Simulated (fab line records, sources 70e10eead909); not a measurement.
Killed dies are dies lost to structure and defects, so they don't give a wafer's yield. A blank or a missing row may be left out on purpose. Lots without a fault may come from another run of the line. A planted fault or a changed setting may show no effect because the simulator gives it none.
A struck lot beside a sound one | flow nand_harc | 14 steps out of a route of 1302
Sound: wafers L733.2, L733.3, L733.4. Struck: wafers L741.4, L741.5, L741.6. The cause comes at the end.
At each step with rows: each side's tool, then ch and its chambers, then its first start. Under that, the readings that differ: sound wafers | struck wafers | difference of the means | sigmas: that difference in standard deviations of wafers without a fault.
alike: readings whose means differ by less than 2 such deviations, and words and numbers that are the same on both sides. not compared: withheld readings, readings that some wafer has no value for, bounds like >300 that may hide the same value, and numbers for which the record gives no deviation and whose values overlap.
The two part at a step that has a row with sigmas, a row that says differs or no value, or rows on one side only. Numbers that don't overlap but have no deviation are shown without sigmas and don't part them. A reading that every wafer of one side lacks parts them only if that side has two wafers or more.

NHARC_A_STAIRCASE_DEP_280: deposits SiON, target thk 30 nm.
  sound on pecvd-04 ch 1,2, day 18 06:02; struck on pecvd-04 ch 0,1,2, day 21 18:17
  alike: heater_power_w
then, 9 steps without rows for these wafers: NHARC_A_STAIRCASE_DEHYDRATE_281 (time 120 s); NHARC_A_STAIRCASE_HMDS_282 (time 30 s); NHARC_A_STAIRCASE_COAT_283; NHARC_A_STAIRCASE_SOFTBAKE_284 (time 170 s); NHARC_A_STAIRCASE_EBR_285; NHARC_A_STAIRCASE_EXPOSE_286 (exposes mask CHOP 100); NHARC_A_STAIRCASE_PEB_287 (peb time 130 s); NHARC_A_STAIRCASE_DEVELOP_288 (time 140 s); NHARC_A_STAIRCASE_HARDBAKE_290 (time 140 s).
NHARC_A_STAIRCASE_DESCUM_291: chemistry O2, time 3 s.
  sound on rie_diel-04 ch 0,1,3, day 18 06:54; struck on rie_diel-04 ch 1,2,3, day 21 19:04
  alike: drypump_motor_current_A, oes_product_au, rf_vpp_V, showerhead_plenum_p_Torr, throttle_valve_pct
  not compared: rf_hours_counter_h
NHARC_A_STAIRCASE_ETCH_292: etches the open film in CF4/CHF3.
  sound on rie_diel-04 ch 0,1,3, day 18 06:59; struck on rie_diel-04 ch 0,1, day 21 19:09
  no value came back on the struck wafers for any of 8 readings (bias_w (W), cf4_flow_sccm (sccm) and others); on the sound wafers bias_w (W) reads 199.3 199.1 199.9
NHARC_A_STAIRCASE_HM_OPEN_460: chemistry O2/COS.
  sound on rie_diel-04 ch 0,1,3; struck on rie_diel-04 ch 2,3, day 21 19:16
  alike: drypump_motor_current_A, oes_product_au, rf_vpp_V, showerhead_plenum_p_Torr, throttle_valve_pct
  not compared: rf_hours_counter_h
-- the record jumps here: 10 days lie between the struck wafers' starts before and after (it left off in module A_STAIRCASE and takes up again in module END, whose first step shown is number 1302 of the route) --
NHARC_END_SORT_01:
  the record has rows for the struck wafers here (prober-02 ch 0, day 32 03:06) and none for the sound ones

WHERE THEY PART
First at NHARC_A_STAIRCASE_ETCH_292; last, within this record, at NHARC_END_SORT_01.

WHY: what the simulator had put in
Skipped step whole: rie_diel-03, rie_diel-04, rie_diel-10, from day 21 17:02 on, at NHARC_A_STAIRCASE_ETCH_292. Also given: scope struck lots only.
